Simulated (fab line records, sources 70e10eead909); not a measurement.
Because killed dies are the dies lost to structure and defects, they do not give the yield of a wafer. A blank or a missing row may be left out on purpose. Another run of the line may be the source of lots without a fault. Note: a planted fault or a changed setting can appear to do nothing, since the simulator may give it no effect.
8D (eight disciplines) problem report, filled in by code || flow nand-harc || the parts of the form that need people (team, actions taken, sign-off) are left out

## 1. WHAT WENT WRONG
overlay-x-nm at NHARC_A_SGD_CUT_OVL_MEAS_10 reads a mean of 17.7 nm on 6 wafers of 2 lots; wafers without a fault read -0.4 nm with a standard deviation of 0.91. Measured from the usual mean, that is +20 standard deviations.
First seen on wafer L204.2, day 17 16:37, on overlay-01. Wafers with a number at this step in the record: 36, from 12 lots. Rule for "out", or "out of limits": more than 4 standard deviations from the usual mean. The other wafers with a number count as sound.

## 2. WHAT IT IS, WHAT IT ISN'T
{"question": "which readings at this step", "is": "overlay-x-nm", "is not": "overlay-y-nm"}
{"question": "which lots", "is": "L204, L205", "is not": "L187, L188, L191, L193, L194, L196, L200, L207, L208, L210"}
{"question": "which wafers of those lots", "is": "all that have a number", "is not": "-"}
{"question": "read on which gauges", "is": "overlay-01", "is not": "overlay-02"}
{"question": "when", "is": "from day 17 16:37", "is not": "up to then (21 sound wafers); but 9 sound wafers of L207, L208, L210 came after"}

## 3. SUSPECTS, AND WHAT RULES EACH OUT
Counting: a tool at a process step up to the reading stays a suspect if it ran every lot that is out and no sound lot after the first of them.
- the gauge at NHARC_A_SGD_CUT_OVL_MEAS_10: kept. All the wafers that are out were read on overlay-01, and no step on other tools shows them out.
- rie-diel-11 at NHARC_A_STAIRCASE_STRIP_475 (strips in O2, time 20 s): ruled out as a lasting fault. After its first lot that is out, L204 (day 17 16:23), sound lots L208 ran on it. With no start given for some of its lots, NHARC_A_STAIRCASE_STRIP_475 uses the hours and lot order of NHARC_A_SGD_CUT_EXPOSE_06.
- arfi-scanner-03 at NHARC_A_SGD_CUT_EXPOSE_06 (exposes mask SGD): kept. Every lot that is out went through it, starting with L204 (day 17 16:23), and after that it ran no sound lot; the last sound lot it ran before then is L191 (day 14 19:10).
Left after counting: arfi-scanner-03 at NHARC_A_SGD_CUT_EXPOSE_06, overlay-01 at NHARC_A_SGD_CUT_OVL_MEAS_10.

## 4. THE CAUSE (what the simulator had put in)
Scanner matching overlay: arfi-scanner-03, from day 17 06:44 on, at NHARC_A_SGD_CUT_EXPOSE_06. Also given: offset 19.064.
2 suspects survive the count, and this tool is in that group.

## 5. THE EFFECT CHAIN, in route order
Each row: a reading where the mean over the struck wafers with a number is more than 3 standard deviations away from the usual. Scope: only readings with a usual standard deviation given in the record; hours: median across lots of the time from each lot's start at the first step in this table that gives one to its start at this step; sigmas: change in usual standard deviations.
{"hours": 0, "step": "NHARC_A_SGD_CUT_OVL_MEAS_10", "reading": "overlay-x-nm", "usual": "-0.4 nm", "on struck wafers": 17.7, "change": "+18.1", "sigmas": "+20"}

## 6. WHAT WOULD HAVE CAUGHT IT SOONER
Counted from the fault's start at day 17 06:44, it took 10 hours until the first out-of-limits reading at a measuring or inspecting step in this record, taken at day 17 16:37.
Among the 2 lots that are out, L205 began NHARC_A_SGD_CUT_EXPOSE_06 on arfi-scanner-03 after day 17 16:37. A hold on the tool at that time would have spared it.
